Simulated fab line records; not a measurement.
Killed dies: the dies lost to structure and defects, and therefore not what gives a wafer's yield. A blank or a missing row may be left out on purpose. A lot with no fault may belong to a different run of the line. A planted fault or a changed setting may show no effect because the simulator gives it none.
A sampling plan put to the test + flow nandHarc + one fab line, 18 faults that these records tell of, each judged on the records of the lots that it struck
Plan = the line's own looks (route steps where a gauge or an inspection reads the wafer without altering it). A look is open to judgement when struck wafers have a number at it and the file gives its usual mean and standard deviation on fault-free wafers. Caught: at a look after the fault's first step, the mean of the struck wafers lies 4 or more of those standard deviations (sigma) from the usual mean. On the tool: the test repeated on the tool's own readings taken at the fault's steps. If the struck wafers alone have a blank record, or they carry another recipe, that too counts as caught.

## THE FAULTS, as the simulator had put them in
1. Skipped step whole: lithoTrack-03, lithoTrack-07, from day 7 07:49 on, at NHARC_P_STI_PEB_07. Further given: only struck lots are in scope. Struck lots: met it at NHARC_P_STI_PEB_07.
2. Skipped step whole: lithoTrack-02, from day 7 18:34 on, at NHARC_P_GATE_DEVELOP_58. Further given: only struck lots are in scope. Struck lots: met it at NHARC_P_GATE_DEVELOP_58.
3. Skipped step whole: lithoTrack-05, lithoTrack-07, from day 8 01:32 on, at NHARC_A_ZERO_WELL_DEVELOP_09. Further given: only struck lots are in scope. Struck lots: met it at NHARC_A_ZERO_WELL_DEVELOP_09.
4. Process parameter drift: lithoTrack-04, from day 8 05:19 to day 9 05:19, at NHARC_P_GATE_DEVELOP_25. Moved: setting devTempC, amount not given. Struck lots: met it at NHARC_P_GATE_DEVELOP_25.
5. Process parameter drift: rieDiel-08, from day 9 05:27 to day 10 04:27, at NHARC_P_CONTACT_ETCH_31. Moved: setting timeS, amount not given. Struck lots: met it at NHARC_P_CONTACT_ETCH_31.
6. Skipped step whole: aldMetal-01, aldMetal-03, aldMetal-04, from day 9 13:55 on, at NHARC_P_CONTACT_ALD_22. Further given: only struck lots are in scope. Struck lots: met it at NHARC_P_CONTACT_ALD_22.
7. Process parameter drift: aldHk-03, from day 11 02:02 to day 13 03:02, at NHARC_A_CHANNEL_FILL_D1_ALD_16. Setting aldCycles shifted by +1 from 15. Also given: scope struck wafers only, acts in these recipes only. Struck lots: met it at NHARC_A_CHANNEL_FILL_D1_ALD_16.
8. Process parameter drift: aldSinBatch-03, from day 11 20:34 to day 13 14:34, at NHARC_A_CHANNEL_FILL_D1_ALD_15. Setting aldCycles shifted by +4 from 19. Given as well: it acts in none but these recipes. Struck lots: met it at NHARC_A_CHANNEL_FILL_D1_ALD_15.
9. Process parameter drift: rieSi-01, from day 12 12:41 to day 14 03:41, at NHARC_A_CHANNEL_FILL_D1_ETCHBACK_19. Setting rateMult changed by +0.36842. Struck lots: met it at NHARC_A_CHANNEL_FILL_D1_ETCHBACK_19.
10. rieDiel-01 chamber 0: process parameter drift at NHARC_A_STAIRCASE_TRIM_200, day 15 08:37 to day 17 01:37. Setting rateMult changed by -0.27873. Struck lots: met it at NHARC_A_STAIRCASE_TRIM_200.
11. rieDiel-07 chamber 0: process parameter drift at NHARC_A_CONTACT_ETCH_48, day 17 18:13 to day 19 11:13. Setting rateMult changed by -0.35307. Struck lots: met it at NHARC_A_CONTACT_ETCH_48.
12. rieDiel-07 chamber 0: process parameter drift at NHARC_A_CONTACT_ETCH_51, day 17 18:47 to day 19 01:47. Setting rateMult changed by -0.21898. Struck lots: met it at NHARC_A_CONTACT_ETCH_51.
13. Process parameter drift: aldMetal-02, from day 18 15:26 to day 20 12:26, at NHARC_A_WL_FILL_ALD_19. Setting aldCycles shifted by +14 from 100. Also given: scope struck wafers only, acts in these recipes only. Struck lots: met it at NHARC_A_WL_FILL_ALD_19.
14. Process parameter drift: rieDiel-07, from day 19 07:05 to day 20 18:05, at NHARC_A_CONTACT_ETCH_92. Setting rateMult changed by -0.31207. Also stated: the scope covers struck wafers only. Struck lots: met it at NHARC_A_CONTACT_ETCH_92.
15. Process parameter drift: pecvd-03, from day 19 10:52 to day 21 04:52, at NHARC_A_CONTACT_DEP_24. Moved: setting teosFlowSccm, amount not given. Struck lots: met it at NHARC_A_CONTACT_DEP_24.
16. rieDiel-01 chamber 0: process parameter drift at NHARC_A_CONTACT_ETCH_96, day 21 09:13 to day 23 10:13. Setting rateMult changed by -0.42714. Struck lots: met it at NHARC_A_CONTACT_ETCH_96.
17. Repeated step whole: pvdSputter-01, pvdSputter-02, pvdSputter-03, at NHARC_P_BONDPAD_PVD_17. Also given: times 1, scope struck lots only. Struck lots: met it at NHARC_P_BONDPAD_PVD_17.
18. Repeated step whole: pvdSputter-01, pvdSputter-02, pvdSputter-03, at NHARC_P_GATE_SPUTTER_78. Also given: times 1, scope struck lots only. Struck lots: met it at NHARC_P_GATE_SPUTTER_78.

## WHAT THE PLAN SAW
| fault | on the tool itself                               | first look that catches it                      | reading, sigma                  | median hours from its first step to that look | hours from the fault's start to the first struck lot there | judged looks passed uncaught |
|-------|--------------------------------------------------|-------------------------------------------------|---------------------------------|-----------------------------------------------|------------------------------------------------------------|------------------------------|
| 1     | the tool's record is blank for the struck wafers | no look after it can be judged                  | -                               | -                                             | -                                                          | 0                            |
| 2     | the tool's record is blank for the struck wafers | no look after it can be judged                  | -                               | -                                             | -                                                          | 0                            |
| 3     | the tool's record is blank for the struck wafers | no look after it can be judged                  | -                               | -                                             | -                                                          | 0                            |
| 4     | developerTempC -23 sigma                         | no look after it can be judged                  | -                               | -                                             | -                                                          | 0                            |
| 5     | runLengthS -99 or beyond sigma                   | none of the 2 looks that can be judged after it | -                               | -                                             | -                                                          | 2                            |
| 6     | the tool's record is blank for the struck wafers | NHARC_END_SORT_01                               | killedAtPeriphery +99 or beyond | 328.4                                         | 329                                                        | 0                            |
| 7     | under 2 sigma                                    | no look after it can be judged                  | -                               | -                                             | -                                                          | 0                            |
| 8     | under 2 sigma                                    | not the one look that can be judged after it    | -                               | -                                             | -                                                          | 1                            |
| 9     | oesProductAu +37 sigma                           | no look after it can be judged                  | -                               | -                                             | -                                                          | 0                            |
| 10    | oesProductAu -23 sigma                           | no look after it can be judged                  | -                               | -                                             | -                                                          | 0                            |
| 11    | oesProductAu -28 sigma                           | NHARC_END_SORT_01                               | killedAtArray +75               | 76.1                                          | 92                                                         | 0                            |
| 12    | oesProductAu -18 sigma                           | NHARC_END_SORT_01                               | killedAtArray +19               | 74.0                                          | 90                                                         | 0                            |
| 13    | under 2 sigma                                    | no look after it can be judged                  | -                               | -                                             | -                                                          | 0                            |
| 14    | oesProductAu -7.4 sigma                          | no look after it can be judged                  | -                               | -                                             | -                                                          | 0                            |
| 15    | mfcPrecursorSccm +15 sigma                       | no look after it can be judged                  | -                               | -                                             | -                                                          | 0                            |
| 16    | oesProductAu -10 sigma                           | NHARC_END_SORT_01                               | killedAtArray +75               | 69.6                                          | 93                                                         | 0                            |
| 17    | under 2 sigma                                    | not the one look that can be judged after it    | -                               | -                                             | -                                                          | 1                            |
| 18    | no reading that can be judged                    | not the one look that can be judged after it    | -                               | -                                             | -                                                          | 1                            |
A dash: this means the fault isn't caught or the number doesn't appear in these records.

Caught at a look: 4 of 18. Caught on the tool: 13 of 18. By one or the other: 13 of 18.
Caught on the tool alone: faults 1, 2, 3, 4, 5, 9, 10, 14, 15.
Caught by neither: faults 7, 8, 13, 17, 18.

## THINNER SAMPLING
Were the look that catches a fault to measure just every second or every third lot (counted by lot number), the first struck lot would, at worst, be measured this late:
| fault | struck lots at that look, in order of time | every lot | every second lot | every third lot |
|-------|--------------------------------------------|-----------|------------------|-----------------|
| 6     | L477, L478, L480                           | 329 h     | 335 h            | may miss all 3  |
| 11    | L500                                       | 92 h      | may miss it      | may miss it     |
| 12    | L410, L413                                 | 90 h      | 96 h             | may miss all 2  |
| 16    | L561, L564                                 | 93 h      | 94 h             | may miss all 2  |
Hours are from the fault's start to the first struck lot that is measured. The limit of 4 sigma was tested on all struck wafers together, so one lot alone may lie under it. Other struck lots may not be in these records.

## THE LONGEST TIMED WAY FROM STEP TO LOOK
For fault 6, NHARC_P_CONTACT_ALD_22 and NHARC_END_SORT_01 are separated by a median of 328.4 hours. No look between them can be judged.
